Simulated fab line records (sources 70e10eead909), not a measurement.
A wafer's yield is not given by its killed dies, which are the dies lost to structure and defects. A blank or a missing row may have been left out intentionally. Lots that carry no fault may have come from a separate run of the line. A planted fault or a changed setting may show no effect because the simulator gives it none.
Struck lot and sound lot, side by side | flow nandHarc | 14 steps out of a route of 1302
Sound: wafers L843.1, L843.2, L843.4. The struck wafers were L855.2, L855.5, L855.6. The cause is named last.
Each step with rows lists, per side, the tool, then ch with its chambers, then its first start. Under that, the readings that differ: sound wafers | struck wafers | difference of the means | sigmas: that difference in standard deviations of wafers without a fault.
alike: same words and numbers on both sides, and readings whose means sit less than 2 such deviations apart. not compared: any withheld reading, any reading some wafer has no value for, any bound like >300 that may hide the same value, and any number with overlapping values for which the record gives no deviation.
The two part at a step that has a row with sigmas, a row that says differs or no value, or rows on one side only. Non-overlapping numbers with no deviation appear without sigmas and do not part them. Lack of a reading on every wafer of one side parts them only where that side has two or more wafers.

first, 7 steps without rows for these wafers: NHARC_P_ZERO_WELL_COAT_64 (time 65 s); NHARC_P_ZERO_WELL_COAT_05 (resist thk 600 nm); NHARC_P_ZERO_WELL_SOFTBAKE_06 (time 70 s); NHARC_P_ZERO_WELL_EBR_07; NHARC_P_ZERO_WELL_EXPOSE_08 (exposes mask P ZERO, target cd 500 nm); NHARC_P_ZERO_WELL_PEB_09 (peb time 80 s); NHARC_P_ZERO_WELL_DEVELOP_10 (time 50 s).
NHARC_P_ZERO_WELL_CD_MEAS_11: the cd target is 500 nm.
  sound on cdSem-02 ch 0, day 5 15:07; struck on cdSem-03 ch 0, day 10 15:14
  alike: cdNm
then, 1 step without rows for these wafers: NHARC_P_ZERO_WELL_HARDBAKE_12 (time 65 s).
NHARC_P_ZERO_WELL_DESCUM_13: chemistry O2, time 3 s.
  sound on rieDiel-12 ch 0,2,3, day 5 15:17; struck on rieDiel-11 ch 2,3, day 10 15:23
  alike: drypumpMotorCurrentA, oesProductAu, rfVppV, showerheadPlenumPTorr, throttleValvePct
  not compared: rfHoursCounterH
NHARC_P_ZERO_WELL_ETCH_65: etches the open film in N2/H2, target depth 80 nm, overetch 24 nm, time 87.88 s.
  sound on rieDiel-12 ch 0,1,2, day 5 15:21; struck on rieDiel-11 ch 0,1,2, day 10 15:29
  alike: drypumpMotorCurrentA, oesProductAu, rfVppV, showerheadPlenumPTorr, throttleValvePct
  not compared: rfHoursCounterH
NHARC_P_ZERO_WELL_ETCH_62: etches the open film in CHF3/Ar, target depth 13 nm, time 6.5 s.
  sound: rieDiel-12 ch 1,2,3; struck: rieDiel-11 ch 1,2
  alike: drypumpMotorCurrentA, oesProductAu, rfVppV, showerheadPlenumPTorr, throttleValvePct
  not compared: rfHoursCounterH
NHARC_P_ZERO_WELL_ETCH_63: etches the open film in HBr/Cl2, target depth 120 nm, time 40.1 s.
  sound on rieSi-02 ch 0,1,3, day 5 15:32; struck on rieSi-02 ch 0,1, day 10 15:39
reading             | sound             | struck            | difference | sigmas
oesProductAu (a.u.) | 0.998 0.999 0.993 | 1.198 1.214 1.193 | +0.205     | +25
  alike: drypumpMotorCurrentA, throttleValvePct
  not compared: rfHoursCounterH
then, 1 step without rows for these wafers: NHARC_P_ZERO_WELL_STRIP_15 (strips in SPM, time 900 s).

== WHERE THEY PART ==
At NHARC_P_ZERO_WELL_ETCH_63 and nowhere else, as far as this record goes.

WHY: the cause the simulator had injected
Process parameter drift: rieSi-02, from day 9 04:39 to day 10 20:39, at NHARC_P_ZERO_WELL_ETCH_63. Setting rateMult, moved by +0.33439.
